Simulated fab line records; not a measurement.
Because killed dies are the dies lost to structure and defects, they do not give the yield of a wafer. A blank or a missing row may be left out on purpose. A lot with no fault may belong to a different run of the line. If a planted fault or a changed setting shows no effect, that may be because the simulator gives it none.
fab line records	flow nandHarc
record lots=24	wafers=72	lastDay=34
route steps=1302 shown A_BLC@1130 A_M0@1158 A_M1@1180
lots that met no fault: from a run of the same line without faults
startH: the number of hours between the record's first day and the start of the first shown wafer of the lot	waitH: hours from the lot's prior step to this one	" identical to the entry in the row above	L1.1+2: one row covering several wafers at once	- no value, or no start given	* or withheld: withheld	< > ~ a bound
route shown NAME@n: NAME is a module with steps in the file, n the number in the route of the first one	usual: mean/standard deviation of fault-free wafers	same: alike in all rows	chamber/n: place in a boat	sites: readings site by site	_std_site: how widely they spread, as a standard deviation	_edge_site: outer sites' mean less inner sites'	radiusMm: for every site, how far away it sits from the centre of the wafer	mask NAME#n: copy n	behind: the tool/chamber that last shaped the wafer	hold: what put the lot on hold/how long, in hours/how the hold closed	device: the transistor (n, p or np) that didn't switch	end of line: the route-end tests of the same wafers	step lacking rows: just its recipe	killed: at the first sort, the dies lost to defects and structure; wafer yield is something else	map: per-die view of a wafer (x killed, . not killed, _ where there is no die)
set.NAME: setting as actually run; set.NAME@STEP: the setting as run at that earlier step	model.NAME: the simulator's own value behind a step, which no gauge read
a sample of lots followed through the steps of the route, with each step as a table and each wafer as a row
services: the hour from which a tool's chamber was out of use, counted from the record's first day as startH (under 0 if before that day), plus the number of hours and why
## steps
# step NHARC_A_BLC_PVD_32
# recipe targetThkA=50	chamberPressurePa=5	powerW=5000	substrateTempC=200	timeS=17.7	material=Ti
# usual cathodeDcPowerW=5000.1/1	throttleValvePct=30.1/0.66
lot.wafer	tool	chamber	startH	waitH	cathodeDcPowerW	throttleValvePct
L074.1	pvdSputter-03	-	-	-	5001.1	29.8
L074.2	"	-	"	"	5001.5	29.3
L074.6	"	-	"	"	5000.6	29.7
L076.1	pvdSputter-01	-	-	-	5000.5	29.6
L076.2	"	-	"	"	4999.8	29.4
L076.6	"	-	"	"	4999.9	29.3
L075.3	pvdSputter-01	-	-	-	5002.7	29.5
L075.4	"	-	"	"	4997.2	30.1
L075.6	"	-	"	"	5000.6	29.9
L077.2	pvdSputter-03	-	-	-	4999.0	29.4
L077.3	"	-	"	"	4999.6	29.6
L077.4	"	-	"	"	5000.3	30.4
L078.3	pvdSputter-02	-	-	-	4999.1	30.8
L078.1	"	-	"	"	4999.4	31.3
L078.6	"	-	"	"	5001.5	30.7
L079.4	pvdSputter-02	-	-	-	4999.0	29.7
L079.6	"	-	"	"	5000.5	31.3
L079.5	"	-	"	"	5000.1	29.9
L080.2	pvdSputter-03	-	-	-	5000.4	29.8
L080.1	"	-	"	"	4999.9	30.1
L080.5	"	-	"	"	5000.0	29.6
L081.1	pvdSputter-03	-	-	-	4999.3	29.6
L081.4	"	-	"	"	5000.0	30.1
L081.5	"	-	"	"	5000.5	30.0
L082.3	pvdSputter-02	-	-	-	4999.1	30.4
L082.6	"	-	"	"	5000.8	31.2
L082.5	"	-	"	"	4999.1	31.2
L085.1	pvdSputter-02	-	-	-	5001.3	31.5
L085.4	"	-	"	"	5001.9	30.0
L085.2	"	-	"	"	5001.2	30.9
L084.3	pvdSputter-03	-	-	-	5000.2	30.2
L084.2	"	-	"	"	5001.2	30.2
L084.4	"	-	"	"	5000.7	29.6
L083.1	pvdSputter-01	-	-	-	4998.5	29.8
L083.3	"	-	"	"	5001.4	30.1
L083.6	"	-	"	"	4998.2	29.4
L087.1	pvdSputter-02	-	-	-	4999.6	31.0
L087.5	"	-	"	"	5001.1	29.8
L087.6	"	-	"	"	5001.6	31.0
L086.2	pvdSputter-02	-	-	-	5000.2	29.9
L086.1	"	-	"	"	5000.7	31.4
L086.6	"	-	"	"	5000.1	29.8
L088.2	pvdSputter-01	-	-	-	5001.3	29.5
L088.3	"	-	"	"	5000.5	29.9
L088.6	"	-	"	"	5000.2	29.5
L090.2	pvdSputter-01	-	-	-	5000.8	29.6
L090.3	"	-	"	"	4998.4	29.9
L090.5	"	-	"	"	5000.1	29.0
L089.3	pvdSputter-03	-	-	-	5001.2	29.5
L089.4	"	-	"	"	4999.8	30.0
L089.5	"	-	"	"	5001.2	29.7
L091.4	pvdSputter-03	-	-	-	4999.5	29.7
L091.1	"	-	"	"	4998.4	29.9
L091.6	"	-	"	"	4998.6	29.6
L092.4	pvdSputter-02	-	-	-	4999.5	31.1
L092.3	"	-	"	"	5000.9	29.9
L092.1	"	-	"	"	4998.2	30.0
L093.4	pvdSputter-03	-	-	-	4998.7	30.4
L093.3	"	-	"	"	4999.9	29.9
L093.1	"	-	"	"	4999.4	28.9
L094.2	pvdSputter-01	-	-	-	4999.3	29.8
L094.5	"	-	"	"	5001.2	30.0
L094.6	"	-	"	"	5001.8	29.4
L096.4	pvdSputter-01	-	-	-	4999.7	29.6
L096.3	"	-	"	"	4999.6	29.1
L096.6	"	-	"	"	5000.5	30.2
L095.1	pvdSputter-01	-	-	-	5000.2	30.1
L095.3	"	-	"	"	5000.3	29.6
L095.2	"	-	"	"	5001.1	29.1
L097.3	pvdSputter-02	-	-	-	4997.6	30.2
L097.2	"	-	"	"	5000.3	30.5
L097.4	"	-	"	"	4999.9	29.8
# step NHARC_A_BLC_CMP_25
# recipe tOverpolishS=30	targetThkNm=150
# usual motorCurrentA=12.2/0.8	overpolishRunS=29.999/0.0091	timeToEndpointS=31.4/2.3
lot.wafer	tool	chamber	startH	waitH	motorCurrentA	overpolishRunS	timeToEndpointS
L074.2	cmp-03	0	504.87	0.5	13.6	29.992	35.0
L074.1	"	1	"	"	13.3	29.975	31.0
L074.6	"	2	"	"	12.5	29.993	33.5
L076.1	cmp-01	2	540.75	0.4	11.9	29.998	28.8
L076.2	"	3	"	"	12.7	29.998	30.0
L076.6	"	3	"	"	12.6	30.000	31.5
L075.4	cmp-03	3	542.72	0.3	11.4	29.989	29.8
L075.3	"	0	"	"	13.3	29.994	33.5
L075.6	"	2	"	"	11.7	30.006	27.8
L077.4	cmp-01	0	547.13	0.2	12.4	29.997	33.8
L077.2	"	1	"	"	11.8	30.002	33.4
L077.3	"	3	"	"	12.7	29.995	36.3
L078.3	cmp-04	1	554.32	0.3	11.1	29.993	32.4
L078.1	"	0	"	"	10.7	30.004	31.7
L078.6	"	1	"	"	11.5	29.995	30.2
L079.4	cmp-03	2	570.64	0.4	11.5	29.981	27.0
L079.5	"	3	"	"	11.8	30.015	32.4
L079.6	"	0	"	"	13.3	29.995	32.7
L080.1	cmp-01	2	592.48	0.5	11.6	29.996	29.9
L080.2	"	3	"	"	12.5	29.998	31.2
L080.5	"	0	"	"	12.2	30.018	33.0
L081.4	cmp-03	1	607.75	0.2	12.9	30.001	31.0
L081.1	"	2	"	"	11.8	29.984	31.5
L081.5	"	2	"	"	12.4	30.012	30.6
L082.3	cmp-01	0	609.63	0.3	13.0	29.996	33.5
L082.5	"	3	"	"	13.3	30.012	30.4
L082.6	"	0	"	"	11.7	30.014	30.7
L085.4	cmp-01	3	634.74	0.3	13.3	30.014	29.6
L085.2	"	0	"	"	12.4	30.010	31.6
L085.1	"	2	"	"	12.7	29.989	28.6
L084.4	cmp-04	3	640.43	0.3	11.0	30.003	30.1
L084.2	"	0	"	"	11.6	29.989	31.3
L084.3	"	2	"	"	12.4	30.017	28.4
L083.1	cmp-03	0	644.74	0.4	12.8	30.004	32.2
L083.3	"	1	"	"	13.2	30.011	26.3
L083.6	"	0	"	"	13.8	29.995	33.8
L087.1	cmp-03	2	647.38	0.5	11.9	29.995	29.7
L087.6	"	3	"	"	11.7	30.011	29.9
L087.5	"	0	"	"	13.2	29.997	32.3
L086.1	cmp-04	3	653.57	0.4	11.2	30.011	32.1
L086.2	"	2	"	"	12.0	30.005	34.5
L086.6	"	0	"	"	11.2	29.976	33.2
L088.2	cmp-04	0	659.58	0.4	11.3	30.003	30.3
L088.3	"	3	"	"	11.5	30.013	33.2
L088.6	"	0	"	"	12.2	30.009	34.0
L090.2	cmp-03	0	660.78	0.4	13.7	30.003	32.0
L090.3	"	1	"	"	12.4	29.992	30.6
L090.5	"	3	"	"	11.9	29.994	32.0
L089.3	cmp-04	0	667.27	0.3	11.9	30.010	33.8
L089.4	"	2	"	"	12.1	30.003	35.5
L089.5	"	0	"	"	11.2	29.988	34.2
L091.4	cmp-03	1	692.59	0.2	13.5	29.997	34.3
L091.1	"	0	"	"	13.8	29.994	37.8
L091.6	"	1	"	"	12.7	29.993	34.0
L092.3	cmp-03	3	700.62	0.3	11.0	29.993	27.5
L092.4	"	0	"	"	13.9	29.999	32.5
L092.1	"	1	"	"	12.9	30.016	29.3
L093.3	cmp-03	3	716.00	0.3	11.9	30.000	28.5
L093.4	"	0	"	"	13.0	30.004	30.6
L093.1	"	1	"	"	13.2	29.996	27.3
L094.2	cmp-01	0	717.95	0.5	12.9	30.010	36.4
L094.5	"	2	"	"	12.2	29.996	30.2
L094.6	"	3	"	"	13.3	29.997	31.8
L096.3	cmp-04	1	724.55	0.3	11.2	29.994	31.7
L096.4	"	2	"	"	12.1	29.995	27.9
L096.6	"	1	"	"	10.9	29.982	28.9
L095.1	cmp-01	0	728.50	0.5	13.2	29.998	33.4
L095.3	"	1	"	"	11.5	29.999	32.9
L095.2	"	2	"	"	12.4	29.999	30.8
L097.3	cmp-01	1	769.36	0.3	11.9	30.006	32.8
L097.2	"	2	"	"	12.9	30.005	30.9
L097.4	"	3	"	"	13.2	30.003	32.1
# step NHARC_A_M0_PVD_20
# recipe targetThkA=50	biasV=168.6	powerW=15000	chamberPressurePa=0.12	timeS=8.06	substrateTempC=50	material=TaN
# usual cathodeDcPowerW=15000/2.8	throttleValvePct=29.9/0.58
lot.wafer	tool	chamber	startH	waitH	cathodeDcPowerW	throttleValvePct
L074.2	pvdSputter-01	-	-	-	14997	30.0
L074.1	"	-	"	"	15005	29.8
L074.6	"	-	"	"	14999	30.2
L076.2	pvdSputter-03	-	-	-	15002	29.3
L076.1	"	-	"	"	15002	30.1
L076.6	"	-	"	"	14999	29.5
L075.3	pvdSputter-01	-	-	-	15003	30.3
L075.4	"	-	"	"	15001	29.5
L075.6	"	-	"	"	15004	30.3
L077.3	pvdSputter-03	-	-	-	14998	29.6
L077.4	"	-	"	"	14996	29.5
L077.2	"	-	"	"	14996	30.1
L078.3	pvdSputter-03	-	-	-	15005	30.0
L078.1	"	-	"	"	15002	30.0
L078.6	"	-	"	"	15001	29.9
L079.4	pvdSputter-01	-	-	-	14998	29.5
L079.6	"	-	"	"	15001	29.3
L079.5	"	-	"	"	14998	30.0
L080.1	pvdSputter-02	-	-	-	14999	31.3
L080.2	"	-	"	"	14998	30.3
L080.5	"	-	"	"	14996	31.0
L081.4	pvdSputter-03	-	-	-	15000	29.6
L081.1	"	-	"	"	15000	30.0
L081.5	"	-	"	"	14999	29.7
L082.3	pvdSputter-01	-	-	-	14993	29.1
L082.5	"	-	"	"	15000	29.7
L082.6	"	-	"	"	15003	28.9
L085.4	pvdSputter-02	-	-	-	14997	29.9
L085.1	"	-	"	"	15000	30.5
L085.2	"	-	"	"	15001	31.6
L084.3	pvdSputter-02	-	-	-	14999	31.0
L084.4	"	-	"	"	15004	29.9
L084.2	"	-	"	"	15002	30.8
L083.1	pvdSputter-02	-	-	-	15000	31.3
L083.3	"	-	"	"	14999	31.2
L083.6	"	-	"	"	15004	30.5
L087.1	pvdSputter-01	-	-	-	15001	29.3
L087.6	"	-	"	"	14999	30.3
L087.5	"	-	"	"	14995	29.7
L086.2	pvdSputter-03	-	-	-	15001	30.4
L086.1	"	-	"	"	14998	30.1
L086.6	"	-	"	"	14998	30.0
L088.2	pvdSputter-01	-	-	-	14998	29.0
L088.3	"	-	"	"	15006	29.8
L088.6	"	-	"	"	14997	30.2
L090.3	pvdSputter-03	-	-	-	14999	29.6
L090.2	"	-	"	"	15002	29.6
L090.5	"	-	"	"	15002	30.2
L089.4	pvdSputter-03	-	-	-	14999	29.3
L089.3	"	-	"	"	15002	30.0
L089.5	"	-	"	"	14999	29.4
L091.4	pvdSputter-03	-	-	-	14996	30.1
L091.1	"	-	"	"	15002	30.1
L091.6	"	-	"	"	15000	29.6
L092.1	pvdSputter-01	-	-	-	15002	29.5
L092.4	"	-	"	"	15002	29.1
L092.3	"	-	"	"	15001	30.0
L093.3	pvdSputter-03	-	-	-	15001	29.7
L093.4	"	-	"	"	14999	30.4
L093.1	"	-	"	"	14995	29.3
L094.2	pvdSputter-01	-	-	-	14997	29.7
L094.6	"	-	"	"	14997	28.9
L094.5	"	-	"	"	15000	30.0
L096.4	pvdSputter-01	-	-	-	14998	30.2
L096.3	"	-	"	"	15000	29.1
L096.6	"	-	"	"	15002	29.9
L095.3	pvdSputter-01	-	-	-	15000	29.9
L095.2	"	-	"	"	14997	29.8
L095.1	"	-	"	"	15000	29.1
L097.3	pvdSputter-02	-	-	-	14999	30.3
L097.4	"	-	"	"	15002	31.7
L097.2	"	-	"	"	15007	29.8
# step NHARC_A_M1_OVL_MEAS_10
# recipe pitchNm=240
# usual overlayXNm=0.1/0.84	overlayYNm=0.0/0.82
lot.wafer	tool	chamber	startH	waitH	overlayXNm	overlayYNm
L074.1	overlay-02	-	510.27	-	-0.5	0.4
L074.2	"	-	"	"	-0.4	1.0
L074.6	"	-	"	"	-0.1	0.8
L076.1	overlay-01	-	546.06	-	-0.3	0.3
L076.2	"	-	"	"	-0.4	0.5
L076.6	"	-	"	"	-0.1	0.1
L075.3	overlay-01	-	548.02	-	0.8	-0.9
L075.4	"	-	"	"	1.0	-1.2
L075.6	"	-	"	"	0.6	-0.8
L077.2	overlay-02	-	553.34	-	-1.1	-1.1
L077.3	"	-	"	"	-1.2	-0.6
L077.4	"	-	"	"	-1.0	-1.5
L078.1	overlay-01	-	559.58	-	-0.5	1.2
L078.3	"	-	"	"	-0.5	0.6
L078.6	"	-	"	"	-1.3	0.3
L079.4	overlay-01	-	576.07	-	2.2	0.8
L079.5	"	-	"	"	1.8	0.7
L079.6	"	-	"	"	2.1	0.1
L080.1	overlay-01	-	598.47	-	-1.2	-0.7
L080.2	"	-	"	"	-0.1	-1.2
L080.5	"	-	"	"	-1.0	-1.2
L081.1	overlay-01	-	612.93	-	1.2	0.2
L081.4	"	-	"	"	1.3	-1.1
L081.5	"	-	"	"	1.0	-0.6
L082.3	overlay-02	-	615.06	-	0.3	1.3
L082.5	"	-	"	"	0.0	1.1
L082.6	"	-	"	"	-0.1	0.9
L085.1	overlay-02	-	640.20	-	-1.1	-0.6
L085.2	"	-	"	"	-0.7	-0.8
L085.4	"	-	"	"	-0.4	-1.2
L084.2	overlay-01	-	645.89	-	0.4	1.0
L084.3	"	-	"	"	0.8	0.6
L084.4	"	-	"	"	1.1	0.6
L083.1	overlay-01	-	650.26	-	1.0	-0.8
L083.3	"	-	"	"	1.4	-0.7
L083.6	"	-	"	"	1.3	-0.7
L087.1	overlay-01	-	652.79	-	-0.7	2.3
L087.5	"	-	"	"	-1.0	2.0
L087.6	"	-	"	"	-1.1	1.9
L086.1	overlay-01	-	658.89	-	0.0	0.3
L086.2	"	-	"	"	0.2	0.5
L086.6	"	-	"	"	0.4	0.6
L088.2	overlay-01	-	664.95	-	0.5	0.1
L088.3	"	-	"	"	0.7	-0.2
L088.6	"	-	"	"	0.2	-0.4
L090.2	overlay-02	-	666.12	-	-1.2	0.1
L090.3	"	-	"	"	-0.9	-0.2
L090.5	"	-	"	"	-1.2	-0.2
L089.3	overlay-02	-	672.72	-	0.3	-1.0
L089.4	"	-	"	"	0.9	-1.4
L089.5	"	-	"	"	0.5	-1.2
L091.1	overlay-01	-	697.90	-	0.5	0.2
L091.4	"	-	"	"	0.1	0.2
L091.6	"	-	"	"	0.7	-0.1
L092.1	overlay-01	-	706.72	-	0.0	-0.8
L092.3	"	-	"	"	-0.3	-0.1
L092.4	"	-	"	"	-0.1	-0.3
L093.1	overlay-02	-	721.30	-	-0.9	-0.8
L093.3	"	-	"	"	-0.7	-0.4
L093.4	"	-	"	"	-0.8	-0.5
L094.2	overlay-02	-	723.28	-	0.5	1.5
L094.5	"	-	"	"	0.7	1.1
L094.6	"	-	"	"	1.2	0.8
L096.3	overlay-02	-	730.01	-	0.3	0.2
L096.4	"	-	"	"	-0.1	-0.6
L096.6	"	-	"	"	0.6	-0.4
L095.1	overlay-02	-	733.95	-	0.6	0.6
L095.2	"	-	"	"	0.1	0.4
L095.3	"	-	"	"	0.4	0.3
L097.2	overlay-02	-	774.85	-	-0.3	-0.3
L097.3	"	-	"	"	0.4	0.0
L097.4	"	-	"	"	0.3	0.0
# step NHARC_A_M1_PRE_CLEAN_30
# recipe timeS=30	tempC=280	gas=H2/He
# usual heaterPowerW=388/43
lot.wafer	tool	chamber	startH	waitH	heaterPowerW
L074.1	pvdSputter-03	-	-	-	438
L074.2	"	-	"	"	421
L074.6	"	-	"	"	438
L076.1	pvdSputter-02	-	-	-	334
L076.2	"	-	"	"	422
L076.6	"	-	"	"	341
L075.3	pvdSputter-01	-	-	-	404
L075.4	"	-	"	"	439
L075.6	"	-	"	"	341
L077.3	pvdSputter-03	-	-	-	409
L077.2	"	-	"	"	407
L077.4	"	-	"	"	485
L078.1	pvdSputter-01	-	-	-	345
L078.3	"	-	"	"	424
L078.6	"	-	"	"	345
L079.4	pvdSputter-02	-	-	-	337
L079.5	"	-	"	"	330
L079.6	"	-	"	"	340
L080.2	pvdSputter-02	-	-	-	358
L080.1	"	-	"	"	414
L080.5	"	-	"	"	421
L081.4	pvdSputter-02	-	-	-	337
L081.1	"	-	"	"	334
L081.5	"	-	"	"	413
L082.3	pvdSputter-01	-	-	-	416
L082.5	"	-	"	"	432
L082.6	"	-	"	"	418
L085.4	pvdSputter-02	-	-	-	402
L085.2	"	-	"	"	342
L085.1	"	-	"	"	360
L084.2	pvdSputter-01	-	-	-	346
L084.4	"	-	"	"	429
L084.3	"	-	"	"	412
L083.1	pvdSputter-02	-	-	-	331
L083.3	"	-	"	"	414
L083.6	"	-	"	"	332
L087.1	pvdSputter-01	-	-	-	435
L087.5	"	-	"	"	352
L087.6	"	-	"	"	429
L086.1	pvdSputter-03	-	-	-	473
L086.2	"	-	"	"	433
L086.6	"	-	"	"	401
L088.2	pvdSputter-01	-	-	-	413
L088.3	"	-	"	"	437
L088.6	"	-	"	"	348
L090.2	pvdSputter-02	-	-	-	364
L090.3	"	-	"	"	415
L090.5	"	-	"	"	404
L089.4	pvdSputter-02	-	-	-	411
L089.3	"	-	"	"	332
L089.5	"	-	"	"	417
L091.4	pvdSputter-02	-	-	-	330
L091.1	"	-	"	"	382
L091.6	"	-	"	"	382
L092.1	pvdSputter-02	-	-	-	334
L092.3	"	-	"	"	386
L092.4	"	-	"	"	392
L093.1	pvdSputter-01	-	-	-	353
L093.4	"	-	"	"	432
L093.3	"	-	"	"	423
L094.2	pvdSputter-03	-	-	-	432
L094.6	"	-	"	"	390
L094.5	"	-	"	"	410
L096.4	pvdSputter-01	-	-	-	423
L096.3	"	-	"	"	427
L096.6	"	-	"	"	423
L095.2	pvdSputter-01	-	-	-	419
L095.3	"	-	"	"	359
L095.1	"	-	"	"	424
L097.4	pvdSputter-02	-	-	-	315
L097.2	"	-	"	"	332
L097.3	"	-	"	"	383
# step NHARC_A_M1_ANNEAL_31
# recipe tempC=225	timeS=90
# usual wafer_temp_C_max=226.8/0.38
lot.wafer	tool	chamber	startH	waitH	wafer_temp_C_max
L074.1	rtpAnneal-01	0	512.24	-	226.9
L074.2	"	0	"	"	227.0
L074.6	"	0	"	"	226.6
L076.1	rtpAnneal-02	0	547.91	-	226.1
L076.2	"	0	"	"	227.2
L076.6	"	0	"	"	226.5
L075.3	rtpAnneal-01	0	549.98	-	226.7
L075.4	"	0	"	"	226.7
L075.6	"	0	"	"	226.7
L077.2	rtpAnneal-02	0	555.24	-	226.6
L077.3	"	0	"	"	227.3
L077.4	"	0	"	"	227.0
L078.1	rtpAnneal-02	0	561.43	-	227.1
L078.3	"	0	"	"	226.9
L078.6	"	0	"	"	226.3
L079.4	rtpAnneal-02	0	578.07	-	226.7
L079.5	"	0	"	"	226.9
L079.6	"	0	"	"	226.3
L080.1	rtpAnneal-01	0	600.33	0.3	225.9
L080.2	"	0	"	"	227.3
L080.5	"	0	"	"	226.3
L081.1	rtpAnneal-01	0	614.80	-	226.9
L081.4	"	0	"	"	226.6
L081.5	"	0	"	"	226.2
L082.3	rtpAnneal-01	0	617.01	-	226.6
L082.5	"	0	"	"	226.8
L082.6	"	0	"	"	226.6
L085.1	rtpAnneal-01	0	642.05	-	226.9
L085.2	"	0	"	"	227.4
L085.4	"	0	"	"	226.8
L084.2	rtpAnneal-02	0	647.89	-	227.2
L084.3	"	0	"	"	227.5
L084.4	"	0	"	"	226.6
L083.1	rtpAnneal-01	0	652.11	-	227.0
L083.3	"	0	"	"	226.3
L083.6	"	0	"	"	226.2
L087.1	rtpAnneal-01	0	654.68	-	226.5
L087.5	"	0	"	"	226.8
L087.6	"	0	"	"	226.8
L086.1	rtpAnneal-02	0	660.75	-	226.6
L086.2	"	0	"	"	226.8
L086.6	"	0	"	"	227.0
L088.2	rtpAnneal-02	0	666.85	-	227.4
L088.3	"	0	"	"	227.0
L088.6	"	0	"	"	226.8
L090.2	rtpAnneal-01	0	668.04	0.3	226.7
L090.3	"	0	"	"	227.0
L090.5	"	0	"	"	226.5
L089.3	rtpAnneal-02	0	674.69	-	227.3
L089.4	"	0	"	"	227.0
L089.5	"	0	"	"	226.8
L091.1	rtpAnneal-02	0	699.82	0.3	226.4
L091.4	"	0	"	"	226.2
L091.6	"	0	"	"	227.2
L092.1	rtpAnneal-02	0	708.57	0.3	227.4
L092.3	"	0	"	"	227.0
L092.4	"	0	"	"	226.8
L093.1	rtpAnneal-02	0	723.26	0.3	226.9
L093.3	"	0	"	"	226.8
L093.4	"	0	"	"	226.9
L094.2	rtpAnneal-01	0	725.26	-	226.0
L094.5	"	0	"	"	226.7
L094.6	"	0	"	"	227.3
L096.3	rtpAnneal-02	0	732.09	-	226.4
L096.4	"	0	"	"	226.6
L096.6	"	0	"	"	226.6
L095.1	rtpAnneal-01	0	735.80	-	226.8
L095.2	"	0	"	"	227.3
L095.3	"	0	"	"	226.8
L097.2	rtpAnneal-02	0	776.93	-	227.2
L097.3	"	0	"	"	227.2
L097.4	"	0	"	"	226.8
## services
tool	chamber	startH	hours	kind
cmp-03	-	497.95	2.9	repair
pvdSputter-02	-	499.78	10.0	pm
cmp-01	-	503.35	1.0	repair
pvdSputter-03	-	526.02	10.0	pm
cmp-03	-	554.79	4.0	pm
pvdSputter-02	-	556.57	2.6	repair
cmp-01	-	564.19	1.2	repair
pvdSputter-01	-	567.04	4.9	repair
cmp-01	-	577.50	4.0	pm
pvdSputter-01	-	582.00	10.0	pm
pvdSputter-01	-	596.46	0.9	repair
pvdSputter-01	-	598.68	0.8	repair
pvdSputter-02	-	637.99	2.9	repair
cmp-03	-	652.79	4.0	pm
cmp-03	-	674.51	0.6	repair
pvdSputter-02	-	677.78	10.0	pm
pvdSputter-01	-	678.72	19.7	repair
pvdSputter-02	-	712.75	22.6	repair
pvdSputter-03	-	730.00	1.3	repair
rtpAnneal-01	-	741.25	3.0	repair
rtpAnneal-02	-	744.00	12.0	pm
cmp-03	-	745.19	4.2	repair
cmp-03	-	750.83	4.0	pm
pvdSputter-01	-	760.00	10.0	pm
## key
fault none
